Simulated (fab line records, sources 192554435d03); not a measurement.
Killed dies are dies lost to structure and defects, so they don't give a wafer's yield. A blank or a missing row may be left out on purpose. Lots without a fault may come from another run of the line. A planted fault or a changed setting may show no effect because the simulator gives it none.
fab line records | flow n5_finfet | part 1 of 2: steps 1 to 3 of 6
record lots=23 wafers=69 last_day=19
route steps=1938 shown BEOL_M3@949
lots that met no fault: from a run of the same line without faults
start_h: hours from the record's first day to the start of the lot's first wafer shown | wait_h: hours since the lot's step before | " the same as in the row above | L1.1+2: a row that stands for several wafers | - no value, or no start given | * or withheld: withheld | < > ~ a bound
route shown NAME@n: a module of which the file shows steps, and the number in the route of the first | usual: mean/standard deviation of fault-free wafers | same: alike in all rows | chamber/n: place in a boat | sites: the reading at each site | _std_site: their standard deviation | _edge_site: outer sites' mean less inner sites' | radius_mm: how far each site lies from the wafer's centre | mask NAME#n: copy n | behind: the tool/chamber that last shaped the wafer | hold: why the lot was held/for how many hours/how that ended | device: the transistor (n, p or np) that didn't switch | end of line: the same wafers' tests at the end of the route | a step without rows: its recipe alone | killed: dies lost to structure and defects at the first sort, not the wafer's yield | map: a wafer's dies, x killed, . not, _ none there
set.NAME: the setting as run; set.NAME@STEP: as run at that earlier step | model.NAME: the simulator's own value behind a step, which no gauge read
steps of the route over a sample of lots; a table a step, a row a wafer
services: from which hour (start_h, from the record's first day; less than 0 if before it) a tool's chamber was out of use, for how many hours, and why
## steps
# step N5_BEOL_M3_ETCH_63
# recipe chemistry=CF4 target=SiARC target_depth_a=156 mask_material=CAR-EUV time_s=26 ion_energy_ev=80 pressure_mtorr=40 source_w=545 bias_w=36 Ar_flow_sccm=100 cf4_flow_sccm=100 ends=cleared
# usual drypump_motor_current_A=5.4/0.44 etch_rf_on_time_s=26.0/0.44 oes_product_au=0.67/0.064 rf_vpp_V=184.1/1 showerhead_plenum_p_Torr=2.14/0.04 throttle_valve_pct=15.59/0.26
# columns lot.wafer tool chamber start_h wait_h drypump_motor_current_A etch_rf_on_time_s oes_product_au rf_hours_counter_h rf_vpp_V showerhead_plenum_p_Torr throttle_valve_pct
L074.2 rie_diel-05 0 141.44 0.0 4.9 26.1 0.61 207 184.4 2.12 15.88
L074.3 " 2 " " 5.8 25.5 0.71 88 184.6 2.17 15.89
L074.4 " 3 " " 5.4 26.4 0.67 114 184.4 2.16 15.38
L076.2 rie_diel-05 2 147.38 0.0 5.8 25.6 0.70 91 185.1 2.17 15.88
L076.3 " 0 " " 4.9 26.4 0.60 209 182.3 2.12 15.90
L076.5 " 1 " " 4.9 26.2 0.75 - 183.2 2.09 15.32
L075.4 rie_diel-06 3 155.75 0.0 5.1 26.4 0.59 - 185.5 2.11 15.95
L075.5 " 0 " " 5.4 26.6 0.63 - 183.2 2.13 15.83
L075.6 " 2 " " 5.8 25.5 0.69 - 183.9 2.16 15.65
L077.4 rie_diel-06 3 164.72 0.0 5.2 26.1 0.59 - 184.3 2.11 15.95
L077.5 " 0 " " 5.4 26.6 0.62 - 183.0 2.13 15.84
L077.6 " 2 " " 5.8 25.5 0.68 - 184.9 2.16 15.66
L078.1 rie_diel-05 3 182.61 0.0 5.4 26.6 0.65 127 184.1 2.15 15.39
L078.3 " 2 " " 5.8 25.5 0.70 102 183.1 2.16 15.91
L078.4 " 1 " " 4.9 26.1 0.74 59 182.4 2.09 15.33
L079.2 rie_diel-03 3 182.77 0.0 5.4 25.5 0.66 145 183.4 2.14 15.87
L079.5 " 2 " " 5.7 26.3 0.60 - 184.8 2.22 15.46
L079.6 " 1 " " 5.2 26.0 0.70 - 184.4 2.16 15.38
L080.2 rie_diel-03 3 187.57 0.0 5.4 25.8 0.65 147 184.7 2.14 15.86
L080.3 " 2 " " 5.7 26.7 0.59 187 185.1 2.22 15.46
L080.6 " 3 " " 5.4 25.8 0.64 - 185.2 2.14 15.88
L083.2 rie_diel-03 3 200.90 0.0 5.4 25.7 0.65 151 184.4 2.14 15.89
L083.3 " 0 " " 6.2 25.7 0.78 16 184.2 2.10 15.28
L083.6 " 3 " " 5.4 25.8 0.64 - 184.3 2.14 15.88
L082.2 rie_diel-03 1 205.05 0.0 5.1 26.2 0.69 91 185.3 2.16 15.40
L082.4 " 3 " " 5.4 25.7 0.64 152 184.2 2.14 15.86
L082.5 " 1 " " 5.1 26.0 0.69 - 184.9 2.16 15.39
L081.3 rie_diel-03 3 206.64 0.0 5.4 25.8 0.64 153 183.4 2.14 15.87
L081.5 " 1 " " 5.1 26.0 0.69 - 184.5 2.16 15.40
L081.6 " 2 " " 5.8 26.5 0.60 - 185.6 2.21 15.48
L084.2 rie_diel-05 0 210.95 0.0 4.9 26.1 0.59 228 184.0 2.12 15.94
L084.3 " 3 " " 5.4 26.5 0.64 136 184.6 2.15 15.42
L084.4 " 1 " " 4.9 26.0 0.73 66 183.0 2.08 15.34
L086.4 rie_diel-05 3 228.38 0.0 5.4 26.4 0.64 139 183.8 2.15 15.41
L086.5 " 1 " " 4.9 25.8 0.73 - 182.8 2.08 15.34
L086.6 " 0 " " 4.9 26.2 0.58 - 184.0 2.12 15.95
L089.3 rie_diel-06 2 239.01 0.0 5.8 25.4 0.66 124 182.5 2.15 15.71
L089.4 " 3 " " 5.2 25.4 0.81 - 184.1 2.10 15.47
L089.5 " 1 " " 5.7 26.1 0.78 - 184.7 2.27 15.39
L087.2 rie_diel-05 1 243.59 0.0 4.9 26.1 0.72 76 184.3 2.08 15.36
L087.4 " 2 " " 5.8 25.5 0.69 118 184.9 2.16 15.93
L087.5 " 2 " " 5.8 25.5 0.69 - 183.7 2.16 15.93
L088.2 rie_diel-05 1 248.51 0.0 4.9 26.0 0.72 77 182.4 2.08 15.37
L088.3 " 3 " " 5.4 26.9 0.64 144 184.4 2.15 15.42
L088.5 " 1 " " 4.9 25.8 0.73 - 183.5 2.08 15.36
L090.2 rie_diel-03 3 255.03 0.0 5.4 25.7 0.64 165 184.1 2.13 15.91
L090.3 " 1 " " 5.1 26.1 0.69 103 183.8 2.16 15.41
L090.4 " 0 " " 6.3 25.8 0.75 28 185.2 2.10 15.30
L091.1 rie_diel-03 1 255.34 0.0 5.1 25.9 0.68 103 184.3 2.16 15.43
L091.3 " 3 " " 5.4 25.6 0.63 166 182.3 2.13 15.89
L091.6 " 0 " " 6.3 25.4 0.77 - 184.0 2.10 15.29
L092.2 rie_diel-05 3 257.51 0.0 5.4 26.7 0.64 146 183.5 2.15 15.43
L092.5 " 1 " " 4.9 26.0 0.72 - 184.7 2.08 15.38
L092.6 " 0 " " 4.9 26.6 0.58 - 183.1 2.11 15.95
L093.1 rie_diel-05 3 265.16 0.0 5.4 26.8 0.63 148 182.2 2.15 15.43
L093.3 " 2 " " 5.8 25.7 0.68 123 184.6 2.15 15.95
L093.6 " 2 " " 5.8 25.4 0.69 - 185.7 2.15 15.97
L094.1 rie_diel-03 3 274.01 0.0 5.4 25.7 0.63 171 184.2 2.13 15.91
L094.2 " 2 " " 5.8 26.6 0.59 210 185.3 2.21 15.50
L094.3 " 0 " " 6.2 25.5 0.74 34 184.7 2.10 15.31
L095.2 rie_diel-03 3 277.90 0.0 5.4 25.4 0.64 172 182.1 2.13 15.92
L095.3 " 1 " " 5.1 25.7 0.68 109 184.2 2.15 15.43
L095.6 " 0 " " 6.2 25.2 0.76 - 183.8 2.10 15.32
L097.1 rie_diel-03 1 295.46 0.0 5.1 26.3 0.66 114 183.2 2.15 15.44
L097.3 " 0 " " 6.2 25.6 0.75 40 183.5 2.10 15.32
L097.6 " 2 " " 5.8 26.7 0.58 - 185.7 2.21 15.51
L096.4 rie_diel-03 0 298.70 0.0 6.2 25.3 0.75 41 183.4 2.10 15.31
L096.5 " 1 " " 5.1 25.8 0.67 - 182.8 2.15 15.45
L096.6 " 2 " " 5.8 26.5 0.58 - 183.7 2.21 15.52
# step N5_BEOL_M3_HM_OPEN_17
# recipe chemistry=Cl2/BCl3 target_depth_a=200 overetch_a=60 target=TiN mask_material=SOC ion_energy_ev=150 pressure_mtorr=10 icp_w=1000 bias_w=126 Cl2_flow_sccm=53.25 bcl3_flow_sccm=21.75 Ar_flow_sccm=25
# usual drypump_motor_current_A=5.9/0.41 oes_product_au=0.67/0.06 throttle_valve_pct=22.05/0.12
# columns lot.wafer tool chamber start_h wait_h drypump_motor_current_A oes_product_au rf_hours_counter_h throttle_valve_pct
L074.2 rie_metal-03 0 141.67 0.1 5.6 0.65 - 21.88
L074.3 " 0 " " 5.6 0.64 - 21.88
L074.4 " 0 " " 5.6 0.64 - 21.90
L076.2 rie_metal-02 1 147.58 0.0 6.1 0.61 53 22.10
L076.3 " 1 " " 6.1 0.62 - 22.10
L076.5 " 1 " " 6.1 0.62 - 22.11
L075.4 rie_metal-02 0 155.97 0.1 5.6 0.65 - 21.93
L075.5 " 1 " " 6.1 0.61 - 22.12
L075.6 " 0 " " 5.6 0.65 - 21.92
L077.4 rie_metal-02 0 164.93 0.1 5.6 0.65 - 21.91
L077.5 " 1 " " 6.1 0.62 - 22.12
L077.6 " 0 " " 5.6 0.65 - 21.93
L078.1 rie_metal-03 0 182.81 0.0 5.6 0.63 59 21.91
L078.3 " 1 " " 6.4 0.79 - 22.21
L078.4 " 0 " " 5.6 0.63 - 21.90
L079.2 rie_metal-01 0 182.97 0.0 5.3 0.74 20 22.11
L079.5 " 0 " " 5.3 0.74 - 22.12
L079.6 " 1 " " 5.3 0.73 - 22.02
L080.2 rie_metal-01 0 187.76 0.0 5.3 0.73 21 22.11
L080.3 " 0 " " 5.3 0.73 - 22.10
L080.6 " 0 " " 5.3 0.73 - 22.10
L083.2 rie_metal-03 1 201.10 0.0 6.5 0.79 4 22.18
L083.3 " 1 " " 6.5 0.78 - 22.19
L083.6 " 1 " " 6.5 0.78 - 22.20
L082.2 rie_metal-02 1 205.24 0.0 6.1 0.61 56 22.12
L082.4 " 0 " " 5.6 0.65 - 21.94
L082.5 " 1 " " 6.1 0.61 - 22.14
L081.3 rie_metal-03 1 206.87 0.1 6.4 0.77 - 22.20
L081.5 " 0 " " 5.6 0.62 - 21.90
L081.6 " 1 " " 6.4 0.77 - 22.21
L084.2 rie_metal-03 1 211.15 0.0 6.5 0.77 6 22.22
L084.3 " 0 " " 5.6 0.62 - 21.91
L084.4 " 1 " " 6.4 0.76 - 22.20
L086.4 rie_metal-03 1 228.61 0.1 6.4 0.75 - 22.22
L086.5 " 1 " " 6.5 0.75 - 22.21
L086.6 " 0 " " 5.6 0.61 - 21.92
L089.3 rie_metal-02 0 239.24 0.1 5.6 0.64 - 21.93
L089.4 " 1 " " 6.1 0.61 - 22.14
L089.5 " 0 " " 5.6 0.65 - 21.94
L087.2 rie_metal-02 0 243.79 0.0 5.6 0.65 49 21.91
L087.4 " 0 " " 5.6 0.64 - 21.93
L087.5 " 1 " " 6.1 0.61 - 22.13
L088.2 rie_metal-02 0 248.71 0.0 5.6 0.64 49 21.94
L088.3 " 0 " " 5.6 0.64 - 21.95
L088.5 " 0 " " 5.6 0.63 - 21.95
L090.2 rie_metal-03 1 255.28 0.1 6.5 0.73 10 22.22
L090.3 " 1 " " 6.5 0.73 - 22.22
L090.4 " 0 " " 5.6 0.61 - 21.93
L091.1 rie_metal-03 0 255.54 0.0 5.6 0.61 67 21.92
L091.3 " 1 " " 6.5 0.74 - 22.22
L091.6 " 1 " " 6.4 0.74 - 22.22
L092.2 rie_metal-01 1 257.71 0.0 5.3 0.70 32 22.02
L092.5 " 0 " " 5.3 0.73 - 22.11
L092.6 " 1 " " 5.3 0.71 - 22.05
L093.1 rie_metal-03 1 265.35 0.0 6.4 0.74 11 22.22
L093.3 " 0 " " 5.6 0.61 - 21.93
L093.6 " 1 " " 6.5 0.73 - 22.21
L094.1 rie_metal-03 0 274.21 0.0 5.6 0.61 68 21.94
L094.2 " 1 " " 6.4 0.74 12 22.23
L094.3 " 1 " " 6.5 0.73 - 22.23
L095.2 rie_metal-02 0 278.10 0.0 5.7 0.63 51 21.95
L095.3 " 1 " " 6.1 0.60 - 22.13
L095.6 " 0 " " 5.7 0.63 - 21.94
L097.1 rie_metal-03 1 295.66 0.0 6.4 0.73 13 22.22
L097.3 " 1 " " 6.5 0.73 - 22.22
L097.6 " 0 " " 5.6 0.62 - 21.94
L096.4 rie_metal-03 0 298.93 0.1 5.6 0.61 - 21.94
L096.5 " 1 " " 6.4 0.74 - 22.21
L096.6 " 0 " " 5.6 0.61 - 21.93
# step N5_BEOL_M3_ETCH_69
# recipe chemistry=CF4 target=SiARC target_depth_a=156 mask_material=CAR-EUV time_s=26 ion_energy_ev=80 pressure_mtorr=40 source_w=545 bias_w=36 Ar_flow_sccm=100 cf4_flow_sccm=100 ends=cleared
# usual drypump_motor_current_A=5.5/0.41 etch_rf_on_time_s=25.9/0.45 oes_product_au=0.68/0.07 rf_vpp_V=184.2/1 showerhead_plenum_p_Torr=2.14/0.048 throttle_valve_pct=15.60/0.25
# columns lot.wafer tool chamber start_h wait_h drypump_motor_current_A etch_rf_on_time_s oes_product_au rf_hours_counter_h rf_vpp_V showerhead_plenum_p_Torr throttle_valve_pct
L074.2 rie_diel-05 3 142.40 0.0 5.4 26.6 0.66 115 185.4 2.16 15.36
L074.3 " 2 " " 5.8 25.8 0.71 88 185.1 2.17 15.89
L074.4 " 0 " " 4.8 26.1 0.60 207 183.8 2.13 15.89
L076.2 rie_diel-06 3 148.42 0.0 5.1 25.9 0.60 237 184.2 2.11 15.94
L076.3 " 0 " " 5.4 26.4 0.62 190 185.3 2.13 15.82
L076.5 " 2 " " 5.8 25.4 0.68 - 182.8 2.16 15.64
L075.4 rie_diel-03 2 156.67 0.0 5.7 26.1 0.61 - 184.5 2.22 15.46
L075.5 " 0 " " 6.3 25.1 0.82 - 182.2 2.11 15.24
L075.6 " 1 " " 5.1 25.9 0.70 - 183.6 2.16 15.36
L077.4 rie_diel-05 0 165.87 0.0 4.9 26.1 0.59 215 184.6 2.12 15.90
L077.5 " 0 " " 4.9 26.2 0.59 - 184.2 2.12 15.91
L077.6 " 3 " " 5.4 26.5 0.65 - 184.7 2.15 15.39
L078.1 rie_diel-06 1 183.49 0.0 5.7 25.7 0.84 1 184.2 2.28 15.36
L078.3 " 0 " " 5.4 26.2 0.61 204 183.4 2.12 15.84
L078.4 " 2 " " 5.8 25.0 0.68 - 183.0 2.16 15.68
L079.2 rie_diel-06 0 183.77 0.0 5.4 26.2 0.62 204 182.8 2.12 15.87
L079.5 " 2 " " 5.9 25.6 0.66 - 183.4 2.16 15.69
L079.6 " 1 " " 5.7 25.9 0.83 - 186.3 2.28 15.33
L080.2 rie_diel-05 0 188.44 0.0 4.9 26.3 0.59 222 183.9 2.12 15.92
L080.3 " 3 " " 5.4 26.8 0.65 129 185.1 2.15 15.40
L080.6 " 3 " " 5.4 26.7 0.65 - 184.1 2.15 15.40
L083.2 rie_diel-03 3 201.78 0.0 5.4 25.8 0.65 151 184.0 2.14 15.88
L083.3 " 1 " " 5.1 26.0 0.70 90 184.0 2.16 15.39
L083.6 " 3 " " 5.4 25.7 0.64 - 184.0 2.14 15.89
L082.2 rie_diel-05 2 206.10 0.0 5.8 25.3 0.70 108 184.8 2.16 15.93
L082.4 " 1 " " 4.9 25.9 0.73 66 183.3 2.08 15.35
L082.5 " 2 " " 5.8 25.3 0.69 - 182.6 2.16 15.92
L081.3 rie_diel-05 0 207.63 0.0 4.9 26.0 0.59 227 183.3 2.12 15.93
L081.5 " 1 " " 4.9 25.7 0.73 - 183.1 2.08 15.35
L081.6 " 2 " " 5.8 25.5 0.69 - 184.3 2.16 15.92
L084.2 rie_diel-06 0 211.95 0.0 5.4 26.5 0.61 214 183.7 2.12 15.87
L084.3 " 3 " " 5.1 25.5 0.84 5 185.4 2.10 15.46
L084.4 " 1 " " 5.8 26.2 0.79 11 186.2 2.28 15.38
L086.4 rie_diel-05 1 229.47 0.0 4.9 25.9 0.72 72 182.6 2.08 15.36
L086.5 " 1 " " 4.9 25.8 0.73 - 182.8 2.08 15.37
L086.6 " 0 " " 4.9 26.1 0.59 - 184.9 2.12 15.93
L089.3 rie_diel-06 3 240.02 0.0 5.2 25.2 0.81 13 185.1 2.10 15.48
L089.4 " 1 " " 5.7 25.8 0.78 - 185.0 2.27 15.39
L089.5 " 2 " " 5.8 25.3 0.66 - 184.4 2.15 15.71
L087.2 rie_diel-05 3 244.47 0.0 5.4 26.7 0.63 143 185.0 2.15 15.42
L087.4 " 1 " " 4.9 26.0 0.72 76 183.4 2.08 15.38
L087.5 " 1 " " 4.9 26.1 0.72 - 183.9 2.08 15.37
L088.2 rie_diel-06 0 249.51 0.0 5.4 26.3 0.61 222 184.2 2.12 15.89
L088.3 " 3 " " 5.2 25.1 0.80 15 181.6 2.10 15.48
L088.5 " 3 " " 5.2 25.0 0.81 - 185.2 2.10 15.49
L090.2 rie_diel-05 1 256.13 0.0 4.9 26.0 0.71 78 184.7 2.08 15.37
L090.3 " 3 " " 5.4 26.6 0.63 145 182.8 2.15 15.41
L090.4 " 2 " " 5.8 25.5 0.68 120 185.0 2.16 15.93
L091.1 rie_diel-03 3 256.28 0.0 5.4 25.8 0.63 166 183.1 2.13 15.90
L091.3 " 0 " " 6.3 25.6 0.76 29 183.7 2.10 15.29
L091.6 " 3 " " 5.4 25.5 0.64 - 183.0 2.13 15.91
L092.2 rie_diel-03 1 258.54 0.0 5.1 25.9 0.68 105 185.2 2.16 15.43
L092.5 " 1 " " 5.1 26.0 0.68 - 183.7 2.16 15.42
L092.6 " 0 " " 6.2 25.5 0.77 - 183.5 2.10 15.31
L093.1 rie_diel-03 2 266.04 0.0 5.8 26.7 0.58 209 183.2 2.21 15.51
L093.3 " 3 " " 5.4 26.0 0.63 169 184.0 2.13 15.92
L093.6 " 3 " " 5.4 25.7 0.63 - 184.4 2.13 15.91
L094.1 rie_diel-03 0 275.01 0.0 6.3 25.3 0.76 34 184.3 2.10 15.28
L094.2 " 3 " " 5.4 25.8 0.63 171 183.3 2.13 15.92
L094.3 " 2 " " 5.8 26.5 0.58 210 184.5 2.21 15.51
L095.2 rie_diel-03 0 278.90 0.0 6.2 25.7 0.74 35 183.2 2.10 15.30
L095.3 " 2 " " 5.7 26.4 0.58 211 183.8 2.21 15.51
L095.6 " 1 " " 5.1 25.8 0.68 - 184.1 2.15 15.42
L097.1 rie_diel-03 2 296.49 0.0 5.8 26.1 0.58 216 186.1 2.21 15.52
L097.3 " 0 " " 6.3 25.3 0.75 40 184.0 2.10 15.34
L097.6 " 1 " " 5.1 26.0 0.67 - 184.0 2.15 15.46
L096.4 rie_diel-05 2 299.85 0.0 5.8 25.8 0.67 - 184.2 2.15 15.98
L096.5 " 3 " " 5.4 26.5 0.63 - 183.4 2.14 15.45
L096.6 " 1 " " 4.9 26.2 0.71 - 182.3 2.08 15.41
